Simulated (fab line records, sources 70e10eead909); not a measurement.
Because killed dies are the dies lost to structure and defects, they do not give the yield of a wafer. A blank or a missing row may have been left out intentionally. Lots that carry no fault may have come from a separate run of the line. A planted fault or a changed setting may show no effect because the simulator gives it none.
Matching of chambers | flow nand-harc | NHARC_P_M1_DESCUM_14 on rie-diel-13: 4 sister chambers
The step chemistry O2, time 3 s. 7 wafers are shown with their chamber, then 7 later ones without.

== WAFERS PAIRED WITH THEIR CHAMBERS ==
wafer  | chamber | drypump-motor-current-A (A) | oes-product-au (a.u.)
L078.3 | 3       | 6.4                         | 0.986
L078.6 | 0       | 6.3                         | 0.997
L081.6 | 1       | 5.0                         | 1.004
L084.2 | 1       | 5.0                         | 0.988
L084.5 | 2       | 5.7                         | 0.987
L085.1 | 2       | 5.8                         | 0.984
L085.2 | 0       | 6.3                         | 1.019

== WAFERS WITH NO CHAMBER GIVEN ==
wafer  | drypump-motor-current-A (A) | oes-product-au (a.u.)
L085.6 | 6.5                         | 0.989
L088.1 | 6.3                         | 1.003
L088.2 | 5.7                         | 0.982
L088.4 | 5.0                         | 0.974
L090.1 | 5.1                         | 0.991
L090.2 | 6.3                         | 1.020
L090.6 | 6.4                         | 1.000

== EACH ONE'S CHAMBER ==
wafer  | from the rows above     | in truth
L085.6 | 3                       | 3
L088.1 | 0                       | 0
L088.2 | 2                       | 2
L088.4 | 1                       | 1
L090.1 | 1                       | 1
L090.2 | 0                       | 0
L090.6 | can't be placed: 3 or 0 | 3
Placed correctly: 6 of 7. These rows do not allow placing 1 (true chamber among the candidates in 1). Number placed wrongly: 0.
How it was worked out, from the rows above alone: a wafer's distance from a chamber is the root of the sum, over the readings, of the square of ((its reading less the chamber's mean) divided by the reading's scatter). If the next closest chamber is less than 2 further off than the closest, the wafer can't be placed; otherwise it belongs to the closest. The mean given for a chamber averages the wafers shown for that chamber. The scatter: the root of (the sum of the squares of (reading less its chamber's mean) over the shown wafers, divided by (wafers less chambers)).
